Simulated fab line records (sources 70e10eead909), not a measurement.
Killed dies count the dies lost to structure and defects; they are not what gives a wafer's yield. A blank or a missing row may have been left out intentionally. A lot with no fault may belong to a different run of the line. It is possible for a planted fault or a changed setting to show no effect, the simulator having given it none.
What tool caused it? | flow nand_harc | Sampling: 12 lots, 34 wafers, 5 of 1159 route steps

## WHAT THE GAUGES READ, wafer by wafer
NHARC_END_SORT_01. Usual: killed_at_array 29, standard deviation 11; killed_at_other 0.5, standard deviation 0.85; killed_at_periphery 3.0, standard deviation 2.3; killed_dies 33, standard deviation 12; killed_open 3.3, standard deviation 1.9; killed_short 2.0, standard deviation 1.5.
lot  | measured     | on        | killed_at_array | killed_at_other | killed_at_periphery | killed_dies | killed_open | killed_short | flag
L616 | day 26 11:43 | prober-01 | 134 33          | 0 0             | 3 1                 | 137 34      | 2 1         | 6 3          | OFF
L622 | day 27 03:19 | prober-01 | 168 43 26       | 0 0 0           | 3 6 3               | 171 49 29   | 6 3 3       | 0 3 2        | OFF
L619 | day 28 06:14 | prober-02 | 42 160          | 0 0             | 4 3                 | 46 163      | 7 10        | 4 0          | OFF

## WHICH TOOL RAN EACH LOT (tool, then ch and the chambers of the sampled wafers, then the start)
lot  | NHARC_A_STAIRCASE_CMP_472     | NHARC_A_SGD_CUT_DESCUM_14          | NHARC_A_SGD_CUT_ETCH_59            | NHARC_A_SGD_CUT_STRIP_28
L607 | cmp-03 ch 0,1,3, day 16 09:40 | rie_diel-01 ch 0,1, day 16 10:56   | rie_diel-01 ch 2,3, day 16 11:07   | rie_diel-01 ch 1,2,3, no start
L610 | cmp-02 ch 0,1,3, day 16 10:37 | rie_diel-01 ch 2,3, day 16 11:56   | rie_diel-01 ch 0,2,3, day 16 12:11 | rie_diel-12 ch 0,2,3, day 16 17:45
L611 | cmp-02 ch 1,2,3, day 16 11:04 | rie_diel-08 ch 1,2, day 16 12:24   | rie_diel-08 ch 1,2,3, day 16 12:38 | rie_diel-01 ch 0,1,3, no start
L609 | cmp-03 ch 1,2, day 16 16:52   | rie_diel-08 ch 0,2, day 16 18:03   | rie_diel-08 ch 1,2, day 16 18:13   | rie_diel-08 ch 0,2,3, no start
L613 | cmp-02 ch 0,1,2, day 17 01:48 | rie_diel-01 ch 0,1,2, day 17 03:06 | rie_diel-01 ch 0,1, day 17 03:16   | rie_diel-08 ch 1,2, no start
L616 | cmp-02 ch 0,1, day 17 10:41   | rie_diel-01 ch 0, day 17 12:11     | rie_diel-01 ch 1, day 17 12:20     | rie_diel-08 ch 0,1, day 26 11:43 or earlier
L614 | cmp-03 ch 0,2, day 17 10:50   | rie_diel-12 ch 1,2, day 17 12:20   | rie_diel-12 ch 1,2,3, day 17 12:33 | rie_diel-01 ch 0,3, no start
L622 | cmp-02 ch 0,3, day 18 03:11   | rie_diel-01 ch 0,1, day 18 04:29   | rie_diel-01 ch 0,2,3, day 18 04:40 | rie_diel-01 ch 0,2,3, day 27 03:19 or earlier
L628 | cmp-03 ch 2,3, day 18 10:31   | rie_diel-12 ch 0,3, day 18 11:43   | rie_diel-12 ch 1,2,3, day 18 11:57 | rie_diel-08 ch 1,3, no start
L627 | cmp-02 ch 0,3, day 18 12:05   | rie_diel-12 ch 1,2,3, day 18 13:31 | rie_diel-12 ch 1,3, day 18 13:41   | rie_diel-08 ch 0,2,3, no start
L624 | cmp-01 ch 2,3, day 18 12:23   | rie_diel-08 ch 0,1,2, day 18 13:43 | rie_diel-08 ch 1,2,3, day 18 13:58 | rie_diel-12 ch 1,2, no start
L619 | cmp-02 ch 2,3, day 18 14:14   | rie_diel-01 ch 1,2, day 18 15:32   | rie_diel-01 ch 0,3, day 18 15:42   | rie_diel-01 ch 1,2, day 28 06:14 or earlier
- NHARC_A_STAIRCASE_CMP_472: polishes SiO2.
- NHARC_A_SGD_CUT_DESCUM_14: chemistry O2, time 3 s.
- NHARC_A_SGD_CUT_ETCH_59: etches the open film in N2/H2, target depth 260 nm, time 406.25 s.
- NHARC_A_SGD_CUT_STRIP_28: strips in O2, time 20 s.

## AS READ BY THE TOOLS THEMSELVES (means over the sampled wafers that have a number; for cases with no such wafer, the mark the record gives instead)
NHARC_A_STAIRCASE_CMP_472. Usual: edge_zone_pressure_frac 1.001, standard deviation 0.0049; motor_current_A 12.1 A, standard deviation 1.5.
lot  | tool   | edge_zone_pressure_frac | motor_current_A (A) | flag
L607 | cmp-03 | 1.001                   | 11.7                |
L610 | cmp-02 | 1.003                   | 11.9                |
L611 | cmp-02 | 0.996                   | 11.5                |
L609 | cmp-03 | 1.007                   | 11.0                |
L613 | cmp-02 | 1.002                   | 12.6                |
L616 | cmp-02 | 1.003                   | 12.4                |
L614 | cmp-03 | 0.999                   | 10.7                |
L622 | cmp-02 | 1.002                   | 12.1                |
L628 | cmp-03 | 0.997                   | 13.8                |
L627 | cmp-02 | 1.000                   | 12.6                |
L624 | cmp-01 | 1.005                   | 12.6                |
L619 | cmp-02 | 1.006                   | 11.8                |

NHARC_A_SGD_CUT_DESCUM_14. Usual: drypump_motor_current_A 5.8 A, standard deviation 0.36; o2_flow_sccm 200.0 sccm, standard deviation 0.57; oes_product_au 1.001 a.u., standard deviation 0.0074; rf_vpp_V 57.9 V, standard deviation 0.81; showerhead_plenum_p_Torr 1.92 Torr, standard deviation 0.073; throttle_valve_pct 11.311 %, standard deviation 0.0092.
lot  | tool        | drypump_motor_current_A (A) | o2_flow_sccm (sccm) | oes_product_au (a.u.) | rf_vpp_V (V) | showerhead_plenum_p_Torr (Torr) | throttle_valve_pct (%) | flag
L607 | rie_diel-01 | 6.1                         | 200.6               | 1.001                 | 58.2         | 1.91                            | 11.306                 |
L610 | rie_diel-01 | 5.8                         | 199.7               | 1.002                 | 57.8         | 1.94                            | 11.309                 |
L611 | rie_diel-08 | 5.6                         | 200.3               | 0.999                 | 57.2         | 1.96                            | 11.316                 |
L609 | rie_diel-08 | 5.6                         | 200.4               | 0.995                 | 57.9         | 1.92                            | 11.317                 |
L613 | rie_diel-01 | 6.1                         | 200.1               | 0.998                 | 57.8         | 1.94                            | 11.313                 |
L616 | rie_diel-01 | 6.0                         | 199.9               | 1.010                 | 58.2         | 1.95                            | 11.304                 |
L614 | rie_diel-12 | 6.0                         | 199.8               | 1.008                 | 57.5         | 1.92                            | 11.303                 |
L622 | rie_diel-01 | 6.3                         | 199.5               | 1.004                 | 57.6         | 1.87                            | 11.311                 |
L628 | rie_diel-12 | 5.6                         | 200.4               | 1.004                 | 57.7         | 1.92                            | 11.319                 |
L627 | rie_diel-12 | 5.8                         | 199.8               | 0.998                 | 57.9         | 1.95                            | 11.303                 |
L624 | rie_diel-08 | 5.6                         | 200.2               | 1.002                 | 57.5         | 1.94                            | 11.313                 |
L619 | rie_diel-01 | 6.2                         | 200.3               | 1.009                 | 58.2         | 1.93                            | 11.311                 |

NHARC_A_SGD_CUT_ETCH_59. Usual: drypump_motor_current_A 5.8 A, standard deviation 0.35; oes_product_au 1.001 a.u., standard deviation 0.0081; rf_vpp_V 430.8 V, standard deviation 2.5; run_length_s 427.6 s, standard deviation 0.38; showerhead_plenum_p_Torr 2.05 Torr, standard deviation 0.082; throttle_valve_pct 14.172 %, standard deviation 0.0093.
lot  | tool        | drypump_motor_current_A (A) | oes_product_au (a.u.) | rf_vpp_V (V) | run_length_s (s) | showerhead_plenum_p_Torr (Torr) | throttle_valve_pct (%) | flag
L607 | rie_diel-01 | 5.9                         | 1.006                 | 432.4        | 427.4            | 2.12                            | 14.181                 |
L610 | rie_diel-01 | 5.9                         | 0.995                 | 433.0        | 427.3            | 2.09                            | 14.166                 |
L611 | rie_diel-08 | 5.7                         | 0.997                 | 430.7        | 427.5            | 2.04                            | 14.174                 |
L609 | rie_diel-08 | 5.5                         | 1.003                 | 432.4        | 427.6            | 2.10                            | 14.166                 |
L613 | rie_diel-01 | 6.1                         | 0.988                 | 430.3        | 427.1            | 2.04                            | 14.174                 |
L616 | rie_diel-01 | 6.4                         | 0.994                 | 428.1        | 384.8            | 1.95                            | 14.178                 | OFF
L614 | rie_diel-12 | 5.9                         | 1.012                 | 431.4        | 427.7            | 2.08                            | 14.174                 |
L622 | rie_diel-01 | 5.9                         | 1.011                 | 432.5        | 398.7            | 2.09                            | 14.179                 | OFF
L628 | rie_diel-12 | 5.8                         | 0.999                 | 431.3        | 427.7            | 2.08                            | 14.171                 |
L627 | rie_diel-12 | 6.1                         | 0.995                 | 433.0        | 427.6            | 2.16                            | 14.179                 |
L624 | rie_diel-08 | 5.7                         | 0.999                 | 430.1        | 427.6            | 2.04                            | 14.174                 |
L619 | rie_diel-01 | 5.8                         | 0.988                 | 429.8        | 384.4            | 2.05                            | 14.169                 | OFF

NHARC_A_SGD_CUT_STRIP_28. Usual: drypump_motor_current_A 5.8 A, standard deviation 0.36; o2_flow_sccm 500.2 sccm, standard deviation 1.6; oes_product_au 1.002 a.u., standard deviation 0.0092; rf_vpp_V 57.7 V, standard deviation 0.95; showerhead_plenum_p_Torr 3.55 Torr, standard deviation 0.13; throttle_valve_pct 17.036 %, standard deviation 0.009.
lot  | tool        | drypump_motor_current_A (A) | o2_flow_sccm (sccm) | oes_product_au (a.u.) | rf_vpp_V (V) | showerhead_plenum_p_Torr (Torr) | throttle_valve_pct (%) | flag
L607 | rie_diel-01 | 6.0                         | 501.2               | 0.997                 | 57.4         | 3.54                            | 17.035                 |
L610 | rie_diel-12 | 5.5                         | 499.1               | 0.998                 | 58.2         | 3.54                            | 17.041                 |
L611 | rie_diel-01 | 6.0                         | 499.3               | 0.994                 | 58.0         | 3.49                            | 17.040                 |
L609 | rie_diel-08 | 5.8                         | 499.2               | 0.995                 | 57.0         | 3.49                            | 17.041                 |
L613 | rie_diel-08 | 5.7                         | 499.8               | 1.000                 | 57.3         | 3.52                            | 17.041                 |
L616 | rie_diel-08 | 5.4                         | 501.1               | 0.989                 | 58.2         | 3.65                            | 17.030                 |
L614 | rie_diel-01 | 5.9                         | 501.5               | 1.003                 | 57.9         | 3.56                            | 17.036                 |
L622 | rie_diel-01 | 5.9                         | 500.2               | 1.004                 | 58.0         | 3.61                            | 17.036                 |
L628 | rie_diel-08 | 5.6                         | 500.1               | 0.998                 | 57.9         | 3.63                            | 17.039                 |
L627 | rie_diel-08 | 5.8                         | 499.8               | 1.000                 | 56.9         | 3.49                            | 17.034                 |
L624 | rie_diel-12 | 5.6                         | 500.2               | 1.009                 | 58.6         | 3.47                            | 17.029                 |
L619 | rie_diel-01 | 6.2                         | 500.5               | 1.002                 | 58.2         | 3.56                            | 17.029                 |

## THE ANSWER, worked out from the rows above alone
Rule: take the mean of a lot's wafers that have a number; if it is more than 3 standard deviations from the usual mean, the lot is off. A lot without any number at a reading at which 4 lots or more have one is off too. All remaining lots with rows at the step are treated as sound. First the gauges in route order, then the tools' own readings, where a lot's mean is used as printed above. The first step at which some lot is off is used, and at that step the reading that is off furthest; a lot without a number counts as furthest.
Off, at NHARC_END_SORT_01 on killed_at_array: L616, L622, L619. Neither off nor sound, because the step has no rows for them: L607, L610, L611, L609, L613, L614, L628, L627, L624.
If a tool, at a process step before that reading, ran all the lots that are off and no sound lot after the first of them, it fits. Not tried: the gauges at NHARC_END_SORT_01; whatever is off there is also off at NHARC_A_SGD_CUT_ETCH_59, on other tools, and gauge error can't account for it. Because NHARC_A_SGD_CUT_STRIP_28 lacks a start for some lots, the hours and order of its lots are taken from NHARC_END_SORT_01. This does not decide it: 2 tools fit, namely cmp-02 at NHARC_A_STAIRCASE_CMP_472 and rie_diel-01 at NHARC_A_SGD_CUT_DESCUM_14 and NHARC_A_SGD_CUT_ETCH_59.

## WHAT THE SIMULATOR HAD PUT IN
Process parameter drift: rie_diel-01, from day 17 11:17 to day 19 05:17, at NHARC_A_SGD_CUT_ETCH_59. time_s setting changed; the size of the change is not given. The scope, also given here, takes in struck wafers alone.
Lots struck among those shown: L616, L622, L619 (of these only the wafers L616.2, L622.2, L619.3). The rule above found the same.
